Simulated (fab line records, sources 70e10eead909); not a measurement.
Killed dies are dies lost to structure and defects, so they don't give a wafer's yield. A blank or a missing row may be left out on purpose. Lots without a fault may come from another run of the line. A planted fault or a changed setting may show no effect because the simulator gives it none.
fab line records | flow nand_harc
record lots=15 wafers=42 last_day=24
route steps=1159 shown A_ONON_D1@429 A_CHANNEL_HOLE_D1@451 END@1159
lots that met no fault: from a run of the same line without faults
start_h: hours from the record's first day to the start of the lot's first wafer shown | wait_h: hours since the lot's step before | " the same as in the row above | L1.1+2: a row that stands for several wafers | - no value, or no start given | * or withheld: withheld | < > ~ a bound
route shown NAME@n: a module of which the file shows steps, and the number in the route of the first | usual: mean/standard deviation of fault-free wafers | same: alike in all rows | chamber/n: place in a boat | sites: the reading at each site | _std_site: their standard deviation | _edge_site: outer sites' mean less inner sites' | radius_mm: how far each site lies from the wafer's centre | mask NAME#n: copy n | behind: the tool/chamber that last shaped the wafer | hold: why the lot was held/for how many hours/how that ended | device: the transistor (n, p or np) that didn't switch | end of line: the same wafers' tests at the end of the route | a step without rows: its recipe alone | killed: dies lost to structure and defects at the first sort, not the wafer's yield | map: a wafer's dies, x killed, . not, _ none there
set.NAME: the setting as run; set.NAME@STEP: as run at that earlier step | model.NAME: the simulator's own value behind a step, which no gauge read
steps of the route over a sample of lots; a table a step, a row a wafer
services: from which hour (start_h, from the record's first day; less than 0 if before it) a tool's chamber was out of use, for how many hours, and why
## steps
# step NHARC_A_ONON_D1_THK_MEAS_08
# recipe thk_meas_gauge=ellipsometry
# usual thk_nm=1000/11
# columns lot.wafer tool chamber start_h wait_h thk_nm
L912.1 film_metro-02 - 162.69 - 1013
L912.2 " - " " 1014
L912.5 " - " " 1014
L911.1 film_metro-02 - 162.91 - 1010
L911.4 " - " " 1010
L911.6 " - " " 1008
L913.1 film_metro-02 - 175.33 - 1012
L913.4 " - " " 1014
L913.6 " - " " 1012
L914.1 film_metro-01 - 175.34 - 1004
L914.2 " - " " 1007
L914.6 " - " " 1006
L915.1 film_metro-02 - 175.36 - 1007
L915.2 " - " " 1011
L915.3 " - " " 1007
L916.2 film_metro-01 - 185.13 - 990
L916.4 " - " " 990
L916.6 " - " " 988
L924.4 film_metro-02 - 235.67 - 1011
L924.5 " - " " 1010
L923.4 film_metro-01 - 235.67 - 1008
L923.5 " - " " 1008
L926.3 film_metro-02 - 248.94 - 986
L926.5 " - " " 984
L928.1 film_metro-01 - 256.28 - 996
L928.2 " - " " 995
L928.3 " - " " 995
L927.1 film_metro-02 - 256.30 - 986
L927.3 " - " " 987
L927.4 " - " " 987
L931.3 film_metro-01 - 279.78 - 981
L931.4 " - " " 981
L931.6 " - " " 983
L933.1 film_metro-01 - 285.27 - 994
L933.3 " - " " 993
L933.4 " - " " 994
L932.1 film_metro-01 - 285.28 - 1011
L932.2 " - " " 1011
L932.3 " - " " 1009
L934.1 film_metro-01 - 297.74 - 986
L934.4 " - " " 986
L934.5 " - " " 986
# step NHARC_A_ONON_D1_DEP_25
# recipe target_thk_a=10000 n2_flow_sccm=2750 n2o_flow_sccm=2000 nh3_flow_sccm=500 sih4_flow_sccm=210 temp_c=400
# columns lot.wafer tool chamber start_h wait_h
L912.1+2+5 pecvd_onon-04 0 171.97 0.1
L911.1+4+6 pecvd_onon-02 0 171.99 0.1
L914.1+2+6 pecvd_onon-03 0 184.82 0.1
L913.1+4+6 pecvd_onon-02 0 184.86 0.1
L915.1+2+3 pecvd_onon-04 0 184.97 0.1
L916.2+4+6 pecvd_onon-04 0 194.64 0.1
L924.4+5 pecvd_onon-02 0 245.21 0.2
L923.4+5 pecvd_onon-02 0 245.58 0.2
L926.3+5 pecvd_onon-02 0 258.56 0.2
L928.1+2+3 pecvd_onon-03 0 265.67 0.1
L927.1+3+4 pecvd_onon-04 0 265.67 0.1
L931.3+4+6 pecvd_onon-04 0 286.94 0.2
L933.1+3+4 pecvd_onon-03 0 295.81 0.2
L932.1+2+3 pecvd_onon-04 0 296.14 0.5
L934.1+4+5 pecvd_onon-03 0 307.18 0.1
# step NHARC_A_ONON_D1_THK_MEAS_27
# recipe thk_meas_gauge=ellipsometry
# usual thk_nm=1002/9.8
# columns lot.wafer tool chamber start_h wait_h thk_nm
L912.1 film_metro-01 - 172.49 - 1000
L912.2 " - " " 1000
L912.5 " - " " 1001
L911.1 film_metro-02 - 172.51 - 994
L911.4 " - " " 996
L911.6 " - " " 996
L914.1 film_metro-02 - 185.33 - 1009
L914.2 " - " " 1010
L914.6 " - " " 1011
L913.1 film_metro-02 - 185.37 - 997
L913.4 " - " " 998
L913.6 " - " " 997
L915.1 film_metro-01 - 185.48 - 989
L915.2 " - " " 993
L915.3 " - " " 992
L916.2 film_metro-01 - 195.09 - 1009
L916.4 " - " " 1004
L916.6 " - " " 1008
L924.4 film_metro-02 - 245.54 - 1473
L924.5 " - " " 1474
L923.4 film_metro-01 - 245.92 - 1463
L923.5 " - " " 1462
L926.3 film_metro-02 - 258.98 - 1010
L926.5 " - " " 1477
L928.1 film_metro-01 - 266.18 - 1005
L928.2 " - " " 1004
L928.3 " - " " 1003
L927.1 film_metro-02 - 266.18 - 1002
L927.3 " - " " 1003
L927.4 " - " " 1003
L931.3 film_metro-02 - 287.34 - 1000
L931.4 " - " " 1001
L931.6 " - " " 1001
L933.1 film_metro-02 - 296.33 - 1010
L933.3 " - " " 1013
L933.4 " - " " 1012
L932.1 film_metro-01 - 296.65 - 1004
L932.2 " - " " 1005
L932.3 " - " " 1005
L934.1 film_metro-02 - 307.69 - 1010
L934.4 " - " " 1011
L934.5 " - " " 1009
# step NHARC_A_ONON_D1_DEP_33
# recipe target_thk_a=2000 temp_c=400 pressure_torr=6.5 rf_w=900 teos_flow_sccm=161.4 flow_sccm=2650 target_thk_nm=200 gas=O2 material=SiO2
# usual heater_power_outer_w=322/52 heater_power_w=568/74 throttle_valve_pct=15.9/0.6
# columns lot.wafer tool chamber start_h wait_h heater_power_outer_w heater_power_w throttle_valve_pct
L912.1 pecvd-03 2 173.11 0.1 294 582 16.4
L912.2 " 1 " " 317 550 15.5
L912.5 " 2 " " 302 579 16.5
L911.1 pecvd-02 2 173.36 0.3 262 405 15.5
L911.4 " 2 " " 266 436 15.3
L911.6 " 1 " " 299 596 16.5
L914.2 pecvd-04 0 185.99 0.1 370 639 15.3
L914.1 " 1 " " 272 563 16.3
L914.6 " 2 " " 380 597 17.0
L913.1 pecvd-03 0 186.05 0.1 350 598 15.8
L913.4 " 2 " " 258 564 16.4
L913.6 " 0 " " 346 612 16.0
L915.2 pecvd-02 1 186.12 0.1 302 598 16.6
L915.3 " 2 " " 300 468 15.4
L915.1 " 0 " " 392 694 15.7
L916.2 pecvd-02 1 195.85 0.2 295 605 16.6
L916.6 " 2 " " 262 432 15.6
L916.4 " 0 " " 388 680 15.7
L924.4 pecvd-02 0 246.31 0.2 348 628 15.9
L924.5 " 1 " " 301 601 16.9
L923.5 pecvd-02 1 246.86 0.4 260 548 16.5
L923.4 " 2 " " 236 375 15.2
L926.3 pecvd-04 1 259.70 0.1 345 647 15.5
L926.5 " 1 " " 231 492 15.6
L928.3 pecvd-04 2 266.80 0.1 353 539 16.5
L928.2 " 0 " " 370 577 14.8
L928.1 " 1 " " 254 524 15.6
L927.3 pecvd-04 2 267.12 0.3 421 640 16.7
L927.1 " 0 " " 320 539 14.7
L927.4 " 0 " " 335 550 14.9
L931.3 pecvd-02 0 288.10 0.2 385 673 16.0
L931.4 " 2 " " 269 427 15.4
L931.6 " 2 " " 272 438 15.8
L933.1 pecvd-02 0 297.49 0.1 393 675 16.2
L933.3 " 2 " " 315 490 15.8
L933.4 " 2 " " 215 360 15.5
L932.1 pecvd-04 2 297.74 0.4 393 601 16.6
L932.2 " 0 " " 359 581 14.7
L932.3 " 1 " " 278 566 15.8
L934.1 pecvd-02 0 308.32 0.1 402 659 16.2
L934.5 " 0 " " 402 691 16.2
L934.4 " 2 " " 314 485 15.7
# step NHARC_A_CHANNEL_HOLE_D1_DEP_01
# recipe target_thk_a=1400 target_thk_nm=140 temp_c=400 pressure_torr=3.5 flow_sccm=200 rf_w=350 material=SiON
# usual heater_power_outer_w=485/60 heater_power_w=781/76
# columns lot.wafer tool chamber start_h wait_h heater_power_outer_w heater_power_w
L912.2 pecvd-04 0 178.01 1.4 512 781
L912.1 " 1 " " 453 795
L912.5 " 1 " " 471 817
L911.1 pecvd-04 0 179.88 1.6 489 801
L911.4 " 2 " " 568 813
L911.6 " 1 " " 412 743
L914.2 pecvd-04 2 189.49 1.3 497 744
L914.1 " 0 " " 488 757
L914.6 " 2 " " 509 747
L913.1 pecvd-04 1 189.66 1.7 418 752
L913.6 " 1 " " 425 757
L913.4 " 0 " " 433 706
L915.3 pecvd-01 2 191.37 1.0 603 918
L915.1 " 0 " " 513 849
L915.2 " 1 " " 489 818
L916.2 pecvd-02 2 198.34 1.3 425 641
L916.4 " 0 " " 479 790
L916.6 " 1 " " 436 769
L926.3 pecvd-04 0 263.18 1.0 499 766
L928.1 pecvd-02 1 269.26 1.6 374 722
L928.2 " 2 " " 456 679
L928.3 " 0 " " 563 908
L927.3 pecvd-04 2 269.56 1.0 526 757
L927.1 " 0 " " 522 815
L927.4 " 0 " " 532 809
L931.3 pecvd-04 2 292.03 1.0 569 858
L931.4 " 2 " " 577 850
L931.6 " 0 " " 524 787
L933.3 pecvd-02 0 300.02 1.0 535 857
L933.1 " 1 " " 420 742
L933.4 " 2 " " 383 600
L932.3 pecvd-04 1 301.89 1.0 395 695
L932.2 " 2 " " 582 864
L932.1 " 0 " " 474 727
L934.1 pecvd-02 0 311.51 1.7 486 819
L934.5 " 2 " " 450 672
L934.4 " 0 " " 478 825
# step NHARC_END_SORT_01
# recipe temp_c=25
# usual killed_at_array=26/9.6 killed_at_other=0.7/0.92 killed_at_periphery=3.8/2.7 killed_dies=31/10 killed_open=3.3/1.7 killed_short=1.8/1.3
# same gross_dies=677
# columns lot.wafer tool chamber start_h wait_h killed_at_array killed_at_other killed_at_periphery killed_dies killed_open killed_short
L912.1 prober-01 0 444.15 2.5 32 0 7 39 5 3
L912.2 prober-01 0 444.94 2.8 24 1 5 30 3 2
L912.5 prober-01 0 447.31 3.7 25 0 7 32 6 2
L924.4 prober-01 0 508.12 3.4 675 0 2 677 4 3
L924.5 prober-01 0 508.92 3.7 676 0 1 677 5 4
L923.4 prober-02 0 508.19 3.4 669 0 8 677 5 2
L923.5 prober-02 0 509.00 3.7 675 0 2 677 4 1
L926.3 prober-01 0 536.09 3.1 39 2 5 46 3 3
L926.5 prober-01 0 537.68 3.7 672 2 3 677 3 3
L927.1 prober-02 0 544.73 2.5 16 0 1 17 1 3
L927.3 prober-02 0 546.29 3.1 17 0 2 19 1 4
L927.4 prober-02 0 547.07 3.4 11 0 0 11 3 0
# killed by level:class
L912.1 A_STAIRCASE:chamber_film_flake=11 A_SLIT:chamber_film_flake=7 P_STI:chamber_film_flake=3 A_CONTACT:chamber_film_flake=3 A_CONTACT:geometric_particle:open=2 P_M0:chamber_film_flake=2 A_CHANNEL_FILL_D1:chamber_film_flake=2 A_WL_FILL:chamber_film_flake=2
L912.2 A_SLIT:chamber_film_flake=6 A_STAIRCASE:chamber_film_flake=4 A_WL_FILL:chamber_film_flake=4 P_M0:chamber_film_flake=3 A_CHANNEL_HOLE_D1:chamber_film_flake=3 A_CONTACT:chamber_film_flake=2 A_CHANNEL_FILL_D1:geometric_particle:open=1 A_CHANNEL_FILL_D1:geometric_particle:short=1
L912.5 A_STAIRCASE:chamber_film_flake=5 A_SLIT:chamber_film_flake=5 A_WL_FILL:chamber_film_flake=5 P_CONTACT:geometric_particle:open=4 A_CONTACT:chamber_film_flake=4 P_M0:chamber_film_flake=2 A_SOURCE_PLATE:geometric_particle:short=1 A_ONON_D1:geometric_particle:open=1
L924.4 A_ONON_D1:area_dep=658 A_CONTACT:chamber_film_flake=7 P_M0:geometric_particle:open=1 A_CHANNEL_FILL_D1:geometric_particle:open=1 A_CHANNEL_FILL_D1:geometric_particle:short=1 A_SGD_CUT:geometric_particle:open=1 A_SGD_CUT:geometric_particle:short=1 A_WL_FILL:geometric_particle:short=1
L923.4 A_ONON_D1:area_dep=647 A_STAIRCASE:chamber_film_flake=7 A_SLIT:chamber_film_flake=6 P_BONDPAD:chamber_film_flake=3 P_STI:chamber_film_flake=2 A_CHANNEL_HOLE_D1:chamber_film_flake=2 A_CHANNEL_FILL_D1:chamber_film_flake=2 P_GATE:geometric_particle:open=1
L924.5 A_ONON_D1:area_dep=656 A_CONTACT:chamber_film_flake=4 A_CHANNEL_HOLE_D1:chamber_film_flake=3 A_CHANNEL_FILL_D1:geometric_particle:short=2 A_WL_FILL:geometric_particle:short=2 A_WL_FILL:geometric_particle:open=2 A_STAIRCASE:chamber_film_flake=2 A_WL_FILL:chamber_film_flake=2
L923.5 A_ONON_D1:area_dep=644 A_SLIT:chamber_film_flake=10 A_STAIRCASE:chamber_film_flake=7 A_CHANNEL_FILL_D1:chamber_film_flake=4 A_CHANNEL_HOLE_D1:chamber_film_flake=3 P_CONTACT:geometric_particle:open=1 A_SOURCE_PLATE:geometric_particle:short=1 A_ONON_D1:geometric_particle:open=1
L926.3 A_CHANNEL_HOLE_D1:chamber_film_flake=18 A_SLIT:chamber_film_flake=8 A_STAIRCASE:chamber_film_flake=6 P_CONTACT:geometric_particle:short=2 A_ZERO_WELL:chamber_film_flake=2 A_CONTACT:chamber_film_flake=2 THIN_TSV:chamber_film_flake=2 P_CONTACT:geometric_particle:open=1
L926.5 A_ONON_D1:area_dep=634 A_CHANNEL_HOLE_D1:chamber_film_flake=15 A_SLIT:chamber_film_flake=10 A_STAIRCASE:chamber_film_flake=5 THIN_TSV:chamber_film_flake=2 P_CONTACT:geometric_particle:short=1 A_CHANNEL_FILL_D1:geometric_particle:short=1 A_CONTACT:geometric_particle:open=1
L927.1 A_STAIRCASE:chamber_film_flake=6 A_CHANNEL_HOLE_D1:chamber_film_flake=3 A_CONTACT:chamber_film_flake=3 P_GATE:geometric_particle:short=1 A_CHANNEL_HOLE_D1:geometric_particle:short=1 A_WL_FILL:geometric_particle:open=1 A_CONTACT:geometric_particle:short=1 A_CHANNEL_FILL_D1:chamber_film_flake=1
L927.3 A_CONTACT:chamber_film_flake=4 A_CHANNEL_FILL_D1:geometric_particle:short=3 A_CHANNEL_HOLE_D1:chamber_film_flake=3 P_ZERO_WELL:chamber_film_flake=2 A_CHANNEL_FILL_D1:chamber_film_flake=2 A_STAIRCASE:chamber_film_flake=2 A_ONON_D1:geometric_particle:open=1 A_CONTACT:geometric_particle:short=1
L927.4 A_CHANNEL_HOLE_D1:chamber_film_flake=4 A_CONTACT:chamber_film_flake=4 A_CONTACT:geometric_particle:open=2 A_ONON_D1:geometric_particle:open=1
## services
# columns tool chamber start_h hours kind
pecvd-02 - 153.00 13.0 pm
pecvd-02 0 153.00 13.0 vent_cycle
pecvd-02 1 153.00 13.0 vent_cycle
pecvd-02 2 153.00 13.0 vent_cycle
pecvd_onon-03 - 153.04 13.0 pm
pecvd-04 1 163.66 5.9 repair
pecvd-02 0 166.00 - clean
pecvd-02 1 166.00 - clean
pecvd-02 - 186.64 0.7 repair
pecvd-04 - 195.22 13.0 pm
pecvd-04 0 195.22 13.0 vent_cycle
pecvd-04 1 195.22 13.0 vent_cycle
pecvd-04 2 195.22 13.0 vent_cycle
pecvd-02 2 207.89 5.6 repair
pecvd-04 0 208.22 - clean
pecvd-04 1 208.22 - clean
pecvd-04 2 208.22 - clean
pecvd-01 0 212.95 4.2 repair
pecvd-01 - 237.00 13.0 pm
pecvd_onon-04 - 237.00 13.0 pm
pecvd-02 1 282.20 7.0 repair
pecvd-04 2 285.97 3.9 repair
pecvd_onon-02 - 292.03 13.0 pm
pecvd-03 - 292.50 13.0 pm
## key
first_sign step=NHARC_A_ONON_D1_THK_MEAS_27 reading=thk_nm direction=up sigmas=48 usual=1002 struck=1470
effect step=NHARC_END_SORT_01 reading=killed_at_array direction=up sigmas=67 usual=26 struck=673
more_kills_born_at NHARC_A_ONON_D1_DEP_25@pecvd_onon-02=3239
met_at NHARC_A_ONON_D1_DEP_25
struck_lots L923,L924,L926
struck_wafers L923.4,L923.5,L924.4,L924.5,L926.5
later_rows_left_out L923.4,L923.5,L924.4,L924.5,L926.5
tester_left_out L923,L924,L926
not_acting_at NHARC_A_ONON_D1_THK_MEAS_08,NHARC_A_ONON_D1_DEP_33,NHARC_A_CHANNEL_HOLE_D1_DEP_01
onset_between 184.86 245.21
fault kind=process_parameter_drift tool=pecvd_onon-02 chamber=- onset_h=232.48 steps=NHARC_A_ONON_D1_DEP_25 channel=target_thk_a offset=* shape=step end_h=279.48 scope=struck_wafers_only acts_in=* stated=*
# tester_left_out: of these lots the tester's yield and bins aren't shown, on N5 and GAA mostly nor the transistor test; their killed dies are dies lost to structure and defects alone, not to doping, threshold or leakage, so they don't give the yield
# later_rows_left_out: the simulator's readings of these wafers behind a module that went badly wrong aren't trusted and aren't shown, but for the sort
